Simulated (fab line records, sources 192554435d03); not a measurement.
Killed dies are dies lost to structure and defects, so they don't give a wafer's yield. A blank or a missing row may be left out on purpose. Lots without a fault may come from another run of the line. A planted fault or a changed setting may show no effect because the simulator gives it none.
Chamber matching | flow n5_finfet | N5_BEOL_M9_DESCUM_33 on rie_diel-03: 4 sister chambers
The step chemistry O2, time 7 s. 18 wafers are shown with their chamber, then 9 later ones without.

WAFERS WITH THEIR CHAMBER
wafer  | chamber | showerhead_plenum_p_Torr (Torr) | drypump_motor_current_A (A) | throttle_valve_pct (%)
L075.1 | 2       | 2.08                            | 6.6                         | 20.09
L075.4 | 1       | 1.99                            | 5.6                         | 20.80
L075.6 | 1       | 1.99                            | 5.6                         | 20.79
L077.4 | 2       | 2.08                            | 6.5                         | 20.10
L077.5 | 1       | 1.99                            | 5.6                         | 20.80
L077.6 | 0       | 2.12                            | 5.8                         | 20.58
L083.1 | 2       | 2.07                            | 6.5                         | 20.12
L083.3 | 3       | 2.23                            | 5.5                         | 19.84
L083.4 | 0       | 2.12                            | 5.9                         | 20.60
L081.2 | 3       | 2.23                            | 5.5                         | 19.83
L081.3 | 1       | 1.99                            | 5.6                         | 20.82
L081.5 | 0       | 2.12                            | 5.8                         | 20.64
L087.2 | 2       | 2.07                            | 6.5                         | 20.14
L087.3 | 3       | 2.22                            | 5.5                         | 19.87
L087.4 | 1       | 1.98                            | 5.6                         | 20.83
L093.2 | 2       | 2.07                            | 6.6                         | 20.14
L093.4 | 0       | 2.11                            | 5.8                         | 20.66
L093.6 | 3       | 2.22                            | 5.5                         | 19.88

SIGNATURES (means of the wafers above)
reading                  | chamber 0 | chamber 1 | chamber 2 | chamber 3 | scatter within a chamber
showerhead_plenum_p_Torr | 2.1175    | 1.9880    | 2.0740    | 2.2250    | 0.00518
drypump_motor_current_A  | 5.825     | 5.600     | 6.540     | 5.500     | 0.0373
throttle_valve_pct       | 20.6200   | 20.8080   | 20.1180   | 19.8550   | 0.0252
Rule: a wafer's distance from a chamber is the root of the sum, over the readings, of the square of ((its reading less the chamber's mean) divided by the reading's scatter). The wafer belongs to the nearest chamber; if the next one is less than 2 further off, it can't be placed. The scatter: the root of (the sum of the squares of (reading less its chamber's mean) over the shown wafers, divided by (wafers less chambers)).

WAFERS WITHOUT THEIR CHAMBER
wafer  | showerhead_plenum_p_Torr (Torr) | drypump_motor_current_A (A) | throttle_valve_pct (%)
L094.2 | 2.22                            | 5.5                         | 19.88
L094.3 | 1.98                            | 5.6                         | 20.86
L094.5 | 2.07                            | 6.5                         | 20.16
L095.1 | 2.22                            | 5.5                         | 19.88
L095.4 | 1.98                            | 5.6                         | 20.85
L095.6 | 2.11                            | 5.9                         | 20.67
L097.2 | 2.21                            | 5.5                         | 19.91
L097.5 | 2.21                            | 5.5                         | 19.88
L097.6 | 2.06                            | 6.6                         | 20.16

WHICH CHAMBER EACH WENT THROUGH
wafer  | from the rows above | in truth
L094.2 | 3                   | 3
L094.3 | 1                   | 1
L094.5 | 2                   | 2
L095.1 | 3                   | 3
L095.4 | 1                   | 1
L095.6 | 0                   | 0
L097.2 | 3                   | 3
L097.5 | 3                   | 3
L097.6 | 2                   | 2
Placed correctly: 9 of 9. Can't be placed from these rows: 0. Placed wrongly: 0.
